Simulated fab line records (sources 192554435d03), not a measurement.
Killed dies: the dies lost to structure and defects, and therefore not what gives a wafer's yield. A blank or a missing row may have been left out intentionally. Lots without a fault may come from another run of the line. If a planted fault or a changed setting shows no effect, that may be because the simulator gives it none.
fab line records    flow n5-finfet
[record] lots = 5  wafers = 15  last-day = 18
route steps=1938 shown BEOL_M0_CUTY@707 BEOL_M0@715 PASSIVATION@1936
lots that met no fault: from a run of the same line without faults
start-h: start of the lot's first displayed wafer, in hours after the record's first day    wait-h: time in hours since the lot's previous step    " as in the row above    L1.1+2: one row covering several wafers at once    - no value, or no start given    * or withheld: withheld    < > ~ a bound
route shown NAME@n: a module of which the file shows steps, and the number in the route of the first    usual: mean/standard deviation taken from wafers without a fault    same: alike in all rows    chamber/n: place in a boat    sites: per-site readings    _std_site: standard deviation of those values    _edge_site: the outer-site mean with the inner-site mean subtracted    radius-mm: for every site, how far away it sits from the centre of the wafer    mask NAME#n: copy n    behind: the last tool/chamber to shape the wafer    hold: why the lot went on hold/how many hours it stayed there/how the hold came to an end    device: the n, p or np transistor that did not switch    end of line: tests of these same wafers at the route's end    a step given without rows: its recipe and nothing more    killed: at the first sort, the dies lost to defects and structure; wafer yield is something else    map: per-die view of a wafer (x killed, . not killed, _ where there is no die)
set.NAME: the run value of the setting; set.NAME@STEP: its run value at that earlier step    model.NAME: the simulator's own value behind a step, which no gauge read
lots at selected steps of the route; one table per step, one row per wafer
services: the hour from which a tool's chamber was out of use, counted from the record's first day as start-h (under 0 if before that day), plus the number of hours and why
[[steps]]
[step N5_BEOL_M0_CUTY_DEVELOP_56]
[recipe] develop-time-s = 30  developer = TMAH  resist = CAR-ArF-block  rinse-liquid = diw  dry = air-spin  dev-temp-c = 23
[step N5_BEOL_M0_CUTY_CD_MEAS_57]
[recipe] target-cd-nm = 200  landing-energy-ev = 500  detector = se-inlens  polarity = line
[usual] cd-nm = 199.5/1.1
lot.wafer  tool       chamber  start-h  wait-h  cd-nm
L366.2     cd-sem-01  0        147.99   -       199.2
L366.4     "          0        "        "       198.2
L366.6     "          0        "        "       198.7
L367.2     cd-sem-02  0        158.79   -       199.3
L367.3     "          0        "        "       200.1
L367.5     "          0        "        "       199.4
L368.2     cd-sem-01  0        160.04   -       199.8
L368.3     "          0        "        "       199.5
L368.6     "          0        "        "       199.6
L377.2     cd-sem-03  0        227.91   -       200.6
L377.3     "          0        "        "       201.9
L377.5     "          0        "        "       200.8
L381.1     cd-sem-01  0        236.38   -       200.4
L381.4     "          0        "        "       200.1
L381.5     "          0        "        "       200.9
[step N5_BEOL_M0_CUTY_OVL_MEAS_58]
[recipe] points-per-wafer = 44
[usual] M0_ABLK_OVL = -0.7/0.75
lot.wafer  tool        chamber  start-h  wait-h  M0_ABLK_OVL[nm]
L366.2     overlay-01  0        148.01   0.0     -0.9
L366.4     "           0        "        "       -0.1
L366.6     "           0        "        "       -1.6
L367.2     overlay-01  0        158.82   0.0     -0.1
L367.3     "           0        "        "       -0.5
L367.5     "           0        "        "       0.6
L368.2     overlay-02  0        160.07   0.0     -0.6
L368.3     "           0        "        "       -0.4
L368.6     "           0        "        "       0.7
L377.2     overlay-01  0        227.94   0.0     -0.2
L377.3     "           0        "        "       -1.7
L377.5     "           0        "        "       -1.2
L381.1     overlay-01  0        236.41   0.0     -0.5
L381.4     "           0        "        "       0.6
L381.5     "           0        "        "       0.3
[step N5_BEOL_M0_CUTY_INSPECT_59]
[recipe] mode = adi  inspect-instrument = macro
[usual] raw-defect-count = 1.8/1.3
lot.wafer  tool               chamber  start-h  wait-h  raw-defect-count
L366.2     defect-inspect-01  -        148.04   0.0     3
L366.4     "                  -        "        "       0
L366.6     "                  -        "        "       2
L367.2     defect-inspect-01  -        158.84   0.0     3
L367.3     "                  -        "        "       3
L367.5     "                  -        "        "       2
L368.2     defect-inspect-02  -        160.10   0.0     0
L368.3     "                  -        "        "       1
L368.6     "                  -        "        "       4
L377.2     defect-inspect-01  -        227.96   0.0     3
L377.3     "                  -        "        "       0
L377.5     "                  -        "        "       0
L381.1     defect-inspect-01  -        236.44   0.0     1
L381.4     "                  -        "        "       3
L381.5     "                  -        "        "       3
[step N5_BEOL_M0_CUTY_DESCUM_61]
[recipe] chemistry = O2  time-s = 7.9  source-power-w = 50  bias-power-w = 20  pressure-mtorr = 20  rf-frequency-hz = 2.712e+07  temp-c = 40  resist = CAR-ArF-block  o2-flow-sccm = 225
[step N5_BEOL_M0_CUTY_ETCH_62]
[recipe] chemistry = CF4  target = SiARC  mask-material = CAR-ArF-block  time-s = 58.5  ion-energy-ev = 80  pressure-mtorr = 40  source-w = 545  bias-w = 36  Ar_flow_sccm = 100  cf4-flow-sccm = 100  ends = cleared
[usual] chamber-pressure-mTorr = 40.00/0.038  drypump-motor-current-A = 5.8/0.36  etch-rf-on-time-s = 58.3/1.1  oes-product-au = 0.67/0.067  rf-vpp-V = 183.9/1.2  showerhead-plenum-p-Torr = 2.13/0.071  throttle-valve-pct = 15.65/0.26
lot.wafer  tool         chamber  start-h  wait-h  chamber-pressure-mTorr  drypump-motor-current-A  etch-rf-on-time-s  oes-product-au  rf-hours-counter-h  rf-vpp-V  showerhead-plenum-p-Torr  throttle-valve-pct
L366.2     rie-diel-01  0        148.51   0.0     39.99                   6.0                      57.3               0.72            87                  183.2     2.07                      15.23
L366.4     "            2        "        "       40.01                   6.2                      59.6               0.61            194                 184.2     2.13                      15.52
L366.6     "            1        "        "       40.02                   5.9                      57.8               0.59            -                   183.5     2.12                      15.70
L367.2     rie-diel-03  2        158.91   0.0     40.04                   5.5                      58.5               0.66            139                 185.0     2.23                      15.93
L367.3     "            3        "        "       39.96                   5.9                      58.6               0.65            158                 181.9     2.06                      15.82
L367.5     "            2        "        "       39.98                   5.5                      58.0               0.66            -                   185.3     2.23                      15.92
L368.2     rie-diel-03  3        160.35   0.0     39.91                   5.9                      58.2               0.65            159                 183.4     2.06                      15.83
L368.3     "            2        "        "       40.04                   5.5                      58.1               0.66            140                 185.8     2.23                      15.93
L368.6     "            2        "        "       39.99                   5.4                      58.0               0.66            -                   184.8     2.23                      15.92
L377.2     rie-diel-04  0        228.03   0.0     39.94                   5.5                      57.4               0.70            91                  184.2     2.08                      15.30
L377.3     "            3        "        "       40.01                   5.7                      58.9               0.70            57                  185.0     2.27                      15.68
L377.5     "            3        "        "       40.07                   5.6                      58.9               0.70            -                   185.7     2.27                      15.70
L381.1     rie-diel-04  1        236.51   0.0     40.07                   6.2                      58.7               0.71            56                  185.0     2.27                      15.55
L381.4     "            3        "        "       40.01                   5.7                      59.2               0.70            61                  185.5     2.26                      15.70
L381.5     "            2        "        "       39.96                   5.6                      59.1               0.62            -                   186.8     2.21                      16.07
[step N5_BEOL_M0_CUTY_ETCH_63]
[recipe] chemistry = N2/H2  target = SOC  target-depth-a = 827  overetch-a = 165  mask-material = SiARC  temp-c = 40  ion-energy-ev = 200  time-s = 124  pressure-mtorr = 30  source-w = 840  bias-w = 150  n2-flow-sccm = 200  h2-flow-sccm = 200
[step N5_BEOL_M0_CUTY_STRIP_64]
[recipe] chemistry = N2/H2  temp-c = 40  n2-flow-sccm = 200  h2-flow-sccm = 200  rf-frequency-hz = 6e+07
[step N5_BEOL_M0_ETCH_138]
[recipe] chemistry = CH3F/O2  target-depth-a = 120  target = SiCN  time-s = 31.6  ion-energy-ev = 120  pressure-mtorr = 30  source-w = 395  bias-w = 75  Ar_flow_sccm = 150  CH3F_flow_sccm = 30  O2_flow_sccm = 20  ends = cleared
[step N5_BEOL_M0_HM_OPEN_105]
[recipe] chemistry = Cl2/BCl3  target-depth-a = 120  target = TiN  ion-energy-ev = 150  pressure-mtorr = 10  icp-w = 1000  bias-w = 126  Cl2_flow_sccm = 53.25  bcl3-flow-sccm = 21.75  Ar_flow_sccm = 25
[usual] chamber-pressure-mTorr = 9.999/0.009  drypump-motor-current-A = 5.7/0.33  mfc-cl2-sccm = 53.28/0.16  oes-product-au = 0.81/0.12  throttle-valve-pct = 21.98/0.16
lot.wafer  tool          chamber  start-h  wait-h  chamber-pressure-mTorr  drypump-motor-current-A  mfc-cl2-sccm  oes-product-au  rf-hours-counter-h  throttle-valve-pct
L366.2     rie-metal-01  1        151.86   3.1     9.997                   6.2                      53.34         0.64            102                 21.89
L366.4     "             0        "        "       9.992                   6.1                      53.14         0.96            -                   21.78
L366.6     "             1        "        "       9.992                   6.2                      52.89         0.64            -                   21.88
L367.2     rie-metal-03  1        159.24   0.1     9.997                   5.6                      53.44         0.90            6                   21.85
L367.3     "             0        "        "       10.005                  5.5                      53.35         0.76            -                   22.13
L367.5     "             1        "        "       9.990                   5.6                      53.17         0.90            -                   21.85
L368.2     rie-metal-03  0        164.39   3.8     10.003                  5.5                      53.44         0.76            55                  22.11
L368.3     "             0        "        "       9.986                   5.5                      53.50         0.77            -                   22.11
L368.6     "             0        "        "       10.000                  5.5                      53.26         0.77            -                   22.09
L377.2     rie-metal-01  0        228.30   0.1     9.993                   6.1                      53.36         0.88            9                   21.80
L377.3     "             0        "        "       10.003                  6.1                      53.45         0.88            -                   21.80
L377.5     "             1        "        "       10.012                  6.2                      53.12         0.62            -                   21.90
L381.1     rie-metal-02  1        238.70   2.0     10.000                  5.7                      53.34         0.93            7                   21.95
L381.4     "             1        "        "       9.981                   5.7                      53.17         0.93            -                   21.95
L381.5     "             1        "        "       9.999                   5.7                      52.97         0.93            -                   21.94
[step N5_BEOL_M0_STRIP_140]
[recipe] chemistry = CF4  resist = SiARC  power-w = 300  bias-power-w = 75  pressure-mtorr = 50  cf4-flow-sccm = 150  rf-frequency-hz = 6e+07
[step N5_BEOL_M0_STRIP_104]
[recipe] chemistry = N2/H2  power-w = 450  temp-c = 40  pressure-mtorr = 20  rf-frequency-hz = 6e+07  overash-fraction = 0.3  bias-power-w = 7  h2-frac = 0.5  n2-flow-sccm = 200  h2-flow-sccm = 200
[step N5_BEOL_M0_WET_ETCH_106]
[recipe] chemistry = DHF  dilution = 10:1  temp-c = 25  target = SiO2  target-depth-a = 1300  dry = ipa-marangoni  rinse-time-s = 30  rinse-temp-c = 23
lot.wafer   tool          chamber  start-h  wait-h
L366.2+4+6  wet-bench-05  0,1,3    152.18   -
L367.2+3+5  wet-bench-04  2,4,1    159.62   -
L368.2+3+6  wet-bench-04  5,4,6    164.65   -
L377.2+3+5  wet-bench-05  1,0,3    228.60   -
L381.1+4+5  wet-bench-02  1,4,0    239.26   -
[step N5_BEOL_M0_ETCH_128]
[recipe] chemistry = CF4/N2  target-depth-a = 120  overetch-a = 51  target = SiCN  time-s = 21.4  ion-energy-ev = 150  pressure-mtorr = 40  source-w = 430  bias-w = 70  Ar_flow_sccm = 100  cf4-flow-sccm = 60  n2-flow-sccm = 60
[usual] chamber-pressure-mTorr = 40.00/0.033  drypump-motor-current-A = 5.8/0.39  oes-product-au = 0.54/0.05  rf-vpp-V = 381.9/1.9  showerhead-plenum-p-Torr = 2.19/0.071  throttle-valve-pct = 15.46/0.26
lot.wafer  tool         chamber  start-h  wait-h  chamber-pressure-mTorr  drypump-motor-current-A  oes-product-au  rf-hours-counter-h  rf-vpp-V  showerhead-plenum-p-Torr  throttle-valve-pct
L366.2     rie-diel-04  0        152.24   0.0     40.01                   5.5                      0.59            62                  381.5     2.15                      15.07
L366.4     "            1        "        "       39.98                   6.2                      0.60            39                  385.3     2.34                      15.33
L366.6     "            0        "        "       40.05                   5.5                      0.60            -                   381.2     2.15                      15.08
L367.2     rie-diel-01  2        159.71   0.0     39.98                   6.2                      0.50            199                 382.7     2.19                      15.36
L367.3     "            0        "        "       40.00                   6.0                      0.57            91                  379.9     2.13                      15.07
L367.5     "            3        "        "       40.03                   5.7                      0.54            -                   378.8     2.14                      15.58
L368.2     rie-diel-04  3        164.79   0.1     40.02                   5.7                      0.59            34                  385.0     2.34                      15.45
L368.3     "            2        "        "       40.03                   5.6                      0.51            173                 384.6     2.29                      15.85
L368.6     "            3        "        "       40.04                   5.6                      0.60            -                   386.8     2.34                      15.43
L377.2     rie-diel-04  3        228.97   0.3     39.96                   5.7                      0.56            58                  385.1     2.33                      15.50
L377.3     "            0        "        "       39.95                   5.5                      0.56            91                  381.5     2.14                      15.13
L377.5     "            0        "        "       40.00                   5.5                      0.56            -                   381.6     2.14                      15.11
L381.1     rie-diel-03  2        239.32   0.0     39.98                   5.5                      0.52            163                 385.6     2.29                      15.79
L381.4     "            0        "        "       40.02                   5.1                      0.61            22                  381.8     2.16                      15.27
L381.5     "            2        "        "       40.02                   5.5                      0.52            -                   384.7     2.29                      15.78
[step N5_BEOL_M0_TRENCH_ETCH_107]
[recipe] chemistry = C4F6/O2  target-depth-a = 328  target = SiOC  time-s = 16.4  ion-energy-ev = 250  pressure-mtorr = 30  source-w = 355  bias-w = 185  Ar_flow_sccm = 300  C4F6_flow_sccm = 10  O2_flow_sccm = 10
[step N5_BEOL_M0_STRIP_142]
[recipe] chemistry = N2/H2  time-s = 10  power-w = 450  temp-c = 40  pressure-mtorr = 20  rf-frequency-hz = 6e+07  bias-power-w = 7  n2-flow-sccm = 200  h2-flow-sccm = 200
[step N5_BEOL_M0_OCD_MEAS_108]
[usual] trench-depth-nm = 32.9/0.56
lot.wafer  tool    chamber  start-h  wait-h  trench-depth-nm
L366.2     ocd-01  -        152.39   0.1     33.2
L366.4     "       -        "        "       32.9
L366.6     "       -        "        "       33.3
L367.2     ocd-02  -        159.86   0.1     32.0
L367.3     "       -        "        "       32.3
L367.5     "       -        "        "       33.9
L368.2     ocd-02  -        164.95   0.1     32.4
L368.3     "       -        "        "       32.4
L368.6     "       -        "        "       32.8
L377.2     ocd-02  -        229.13   0.1     32.6
L377.3     "       -        "        "       33.5
L377.5     "       -        "        "       33.4
L381.1     ocd-01  -        239.48   0.1     32.5
L381.4     "       -        "        "       33.2
L381.5     "       -        "        "       32.4
[step N5_BEOL_M0_HM_STRIP_129]
[recipe] chemistry = peroxide-tin-strip  material = TiN  target-depth-a = 170  temp-c = 50  time-s = 108
[step N5_BEOL_M0_SRD_130]
[recipe] time-s = 30  temp-c = 23  rinse-liquid = diw  dry = ipa-marangoni
[step N5_BEOL_M0_ETCH_109]
[recipe] chemistry = CH3F/O2  target-depth-a = 80  overetch-a = 24  target = SiCN  time-s = 27.4  ion-energy-ev = 120  pressure-mtorr = 30  source-w = 395  bias-w = 75  Ar_flow_sccm = 150  CH3F_flow_sccm = 30  O2_flow_sccm = 20
[step N5_BEOL_M0_STRIP_139]
[recipe] chemistry = post-etch-residue-remover  time-s = 60  temp-c = 25  remover-ph = withheld  remover-water-wt-pct = withheld  remover-fluoride-wt-pct = withheld
[step N5_BEOL_M0_SRD_111]
[recipe] time-s = 30  temp-c = 23  rinse-liquid = diw  dry = ipa-marangoni
[step N5_BEOL_M0_DEGAS_112]
[recipe] ambient = vacuum  temp-c = 250  time-s = 60
[step N5_BEOL_M0_PRE_CLEAN_113]
[recipe] gas = H2/He  time-s = 30  temp-c = 250
[step N5_BEOL_M0_ALD_136]
[recipe] material = TaN  target-thk-a = *  temp-c = 275  ald-precursor-family = PDMAT  ald-co-reactant = NH3  pressure-torr = 3  carrier-flow-sccm = 1500  pulse-time-s = 2  purge-time-s = 3  co-reactant-purge-time-s = 2  co-reactant-pulse-time-s = 3  ald-cycles = 30  precursor-vessel-temp-c = 75  precursor-vessel-pressure-torr = 26.25  precursor-vessel-carrier-sccm = 1000
[step N5_BEOL_M0_SURFACE_TREAT_137]
[recipe] gas = Ar  time-s = *  ion-energy-ev = *  ion-current-ma-cm2 = 0.5  pressure-mtorr = *  ar-flow-sccm = 30
[step N5_BEOL_M0_CVD_115]
[recipe] material = Co  target-thk-a = *  temp-c = withheld  precursor = CCTBA/H2  pressure-torr = 30  time-s = 120
[step N5_BEOL_M0_SPUTTER_116]
[recipe] material = Cu  target-thk-a = 40  temp-c = -20  chamber-pressure-pa = 0.07  power-w = withheld  time-s = 7.37
[step N5_BEOL_M0_ANNEAL_117]
[recipe] temp-c = 400  time-s = 60  ambient = vacuum
[step N5_BEOL_M0_SPUTTER_132]
[recipe] material = Cu  target-thk-a = 40  temp-c = -20  chamber-pressure-pa = 0.07  power-w = withheld  time-s = 7.37
[usual] chuck-sensor-temp-C = -16.1/0.5  throttle-valve-pct = 30.1/1
lot.wafer  tool            chamber  start-h  wait-h  chuck-sensor-temp-C  throttle-valve-pct
L366.2     pvd-sputter-01  -        153.90   0.0     -16.1                29.6
L366.4     "               -        "        "       -15.9                32.1
L366.6     "               -        "        "       -15.5                29.8
L367.2     pvd-sputter-03  -        162.09   0.0     -16.4                28.6
L367.3     "               -        "        "       -15.2                30.5
L367.5     "               -        "        "       -16.4                28.4
L368.2     pvd-sputter-03  -        167.83   0.0     -15.1                30.6
L368.3     "               -        "        "       -16.3                28.4
L368.6     "               -        "        "       -15.1                30.7
L377.2     pvd-sputter-01  -        230.44   0.0     -16.3                29.6
L377.3     "               -        "        "       -16.0                31.6
L377.5     "               -        "        "       -15.5                30.0
L381.1     pvd-sputter-01  -        242.24   0.0     -16.4                29.7
L381.4     "               -        "        "       -16.2                29.5
L381.5     "               -        "        "       -16.1                32.1
[step N5_BEOL_M0_ANNEAL_133]
[recipe] temp-c = 400  time-s = 60  ambient = vacuum
[step N5_BEOL_M0_SPUTTER_134]
[recipe] material = Cu  target-thk-a = 40  temp-c = -20  chamber-pressure-pa = 0.07  power-w = withheld  time-s = 7.37
[step N5_BEOL_M0_ANNEAL_135]
[recipe] temp-c = 400  time-s = 60  ambient = vacuum
[step N5_BEOL_M0_SPUTTER_141]
[recipe] material = Cu  target-thk-a = 40  temp-c = -20  chamber-pressure-pa = 0.07  power-w = withheld  time-s = 7.37
[step N5_BEOL_M0_ECD_118]
[recipe] material = Cu  target-thk-a = 3000
[step N5_BEOL_M0_ANNEAL_119]
[recipe] temp-c = 225  time-s = 90  ambient = N2
[step N5_BEOL_M0_CMP_120]
[recipe] stop-on = SiOC  t-overpolish-s = 6.9  down-force-psi = 1  platen-rpm = 50  clearing-platen-down-force-psi = 1.5  clearing-platen-rpm = 50  post-cmp-clean = cu-alkaline  clearing-platen-pad-velocity-m-s = 0.99484  pad-velocity-m-s = 0.99484
[step N5_BEOL_M0_PRE_CLEAN_131]
[recipe] gas = NH3/H2  time-s = 15  temp-c = *  rf-power-w = 300
[usual] heater-power-w = 84/20
lot.wafer  tool       chamber  start-h  wait-h  heater-power-w
L366.2     cvd-co-02  1        155.21   0.0     86
L366.4     "          2        "        "       88
L366.6     "          1        "        "       86
L367.2     cvd-co-01  2        163.29   0.0     79
L367.3     "          1        "        "       114
L367.5     "          1        "        "       113
L368.2     cvd-co-01  0        168.90   0.0     51
L368.3     "          2        "        "       77
L368.6     "          2        "        "       79
L377.2     cvd-co-01  0        231.56   0.0     50
L377.3     "          2        "        "       77
L377.5     "          1        "        "       114
L381.1     cvd-co-02  1        243.51   0.0     84
L381.4     "          1        "        "       86
L381.5     "          1        "        "       86
[step N5_BEOL_M0_CO_CAP_123]
[recipe] material = Co  target-thk-a = 20  temp-c = 200  precursor = CCTBA/H2  pressure-torr = 30  time-s = 102.1
[step N5_BEOL_M0_PRE_CLEAN_124]
[recipe] gas = NH3  time-s = 15  temp-c = withheld  rf-power-w = 300
[step N5_BEOL_M0_DEP_125]
[recipe] material = SiCN  target-thk-a = 80  temp-c = withheld  precursor = 3MS/NH3  pressure-torr = 3  rf-w = 202  time-s = 14
[step N5_PASSIVATION_PROBE_49]
[usual] defect-limited-yield = 91.2/1.5  killed_at_M0_to_M3 = 32/9.6  killed_at_M4_up = 13/5.3  killed-at-contacts = 13/6.7  killed-at-front-end = 42/11  killed-at-other = 3.8/2.9  killed-dies = 103/17  killed-open = 67/13  killed-short = 35/7.9  sort_bin_5_function = 5.2/0.94  sort_bin_6_memory = 3.3/0.64  sort-n-pass = 1077/17  sort-yield-pct = 91.2/1.5
[same] gross-dies = 1180  killed-at-back-side = 0  sort_bin_4_leakage[%] = 0  sort_bin_8_speed[%] = 0
lot.wafer  tool       chamber  start-h  wait-h  defect-limited-yield[%]  killed_at_M0_to_M3  killed_at_M4_up  killed-at-contacts  killed-at-front-end  killed-at-other  killed-dies  killed-open  killed-short  sort_bin_5_function[%]  sort_bin_6_memory[%]  sort-n-pass  sort-yield-pct[%]
L368.3     prober-02  -        348.06   0.1     80.8                     181                 14               4                   28                   0                227          59           33            12.5                    4.2                   953          80.8
// killed by level:class
L368.3 BEOL_M0:unspecified=134 BEOL_M2:geometric-particle:open=12 BEOL_M0_SAQP:geometric-particle:open=11 FIN_SAQP:geometric-particle:short=8 BEOL_M3:geometric-particle:open=6 BEOL_M0_SAQP:geometric-particle:short=5 BEOL_M1:geometric-particle:open=5 MOL_CONTACT_COAG:geometric-particle:open=4
// map L368.3 (x killed, . not)
_________________..........x.________________
______________............x...x._____________
___________.x.........x............__________
__________......x........x.........._________
________..x....x.....x................_______
_______.....................x..........______
______......x............x........x.x..._____
_____..............x.......x...x.........____
____...x.............x....................___
___....x.................................x.__
___.....x..................................__
__........x....x.............x..x..........._
__..........................x......x........_
_.......................x..........x...x.....
_.......x...x.............x......x.x.........
_x...................x...x.x..x.x.xx...x.....
_...x........x..............x..xxx...xxx..x..
_....xxx....................xxxxxxxxxxx....x.
_x.....x....x...............xxxxxxxxxxxxxx...
_..........xx.x.......x...xxxxxxxxxxxxx.xx...
_..xx..................xx.xxxxxxxxxxxxxxx.x..
__..x.xx...x..............x.xxxxxxxxxxxx...._
__...xx.................x..xxxxxxxxxxxxxxxx._
___x....................x..xxxxxxxxxxxxxxx.__
___....................x.x..xxxxxxxxxxxx...__
____.x....xx.............x..xxxxxxxxxx.x..___
_____..........x.....x.........xx.......x____
______......................x...x......._____
_______.x.............................x______
________.x.x..........x.....x........._______
__________............x............._________
___________........................__________
______________.........x........_____________
_________________.......xx.x.________________
// map L367.2 (x killed, . not)
_________________....x.......________________
______________.x...............x_____________
___________..............x.....xxx.__________
__________.x.......x..........x....x_________
________....x.........x..x..x........._______
_______...............................x______
______.....x........x...........x......._____
_____.............x...xx.............x..x____
____....................................x.___
___................x.........x............x__
___....x.............x.x...................__
__........x.x................x..x.x.x....x.._
__......................x...x.......x...x..._
_.x..........................x.....x.........
_x.....x.....................................
_.....x................x..............x.x....
_......x.x..x.....x..........x...........x..x
_..........................x..x.x..x......x..
_.......x..x.x...x....x..x..x.....x.......x..
_...xx......................................x
_...x.................................x.....x
__x......................x...x.......x......_
__............x.....x...x.............x....._
___x..x.x........x........................x__
___x.....x...........x..x.x.xx.......x.....__
____...................................x..___
_____...x...x.....x...........x..x...x..x____
______...x..............x..............._____
_______xx....x.........................______
________....x.............x.x........._______
__________x...................x....._________
___________....................x...__________
______________x..........x......_____________
_________________......x...x.________________
[[services]]
tool          chamber  start-h  hours  kind
rie-diel-03   1        136.58   -      clean
rie-diel-03   1        136.58   -      consumable-replace:focus-ring
rie-diel-03   1        136.58   23.6   scheduled-down
rie-diel-03   1        136.58   23.6   vent-cycle
rie-metal-02  1        145.23   -      clean
rie-metal-02  1        145.23   16.0   scheduled-down
wet-bench-04  -        151.63   1.1    repair
rie-diel-04   1        154.12   31.9   repair
cvd-co-02     -        160.29   14.6   pm
rie-diel-03   0        160.31   -      clean
rie-diel-03   0        160.31   -      consumable-replace:focus-ring
rie-diel-03   0        160.31   19.5   scheduled-down
rie-diel-03   0        160.31   19.5   vent-cycle
wet-bench-05  -        163.37   1.3    repair
cvd-co-01     -        201.25   2.8    pm
rie-diel-01   1        203.47   7.2    repair
rie-diel-04   1        209.09   6.8    repair
rie-diel-03   2        212.85   15.3   repair
rie-metal-02  -        224.83   1.2    repair
rie-metal-03  -        225.57   28.1   pm
wet-bench-05  -        231.99   1.9    pm
rie-metal-02  -        239.47   1.7    repair
rie-diel-04   -        240.08   14.6   pm
cvd-co-02     0        240.22   3.9    repair
[[key]]
[first-sign] step = N5_PASSIVATION_PROBE_49  reading = killed_at_M0_to_M3  direction = up  sigmas = 16  usual = 32  struck = 181
[effect] step = N5_PASSIVATION_PROBE_49  reading = killed-dies  direction = up  sigmas = 7.2  usual = 103  struck = 227
[more-kills-born-at] N5_BEOL_M0_WET_ETCH_106@wet-bench-04 = 134
met-at N5_BEOL_M0_WET_ETCH_106
struck-wafers L368.3
onset-between 159.62 164.65
[fault] kind = chamber-particle-source  tool = wet-bench-04  chamber = 4  onset-h = 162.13  steps = N5_BEOL_M0_WET_ETCH_106  rate-per-visit-cm2 = 1.023  end-h = 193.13
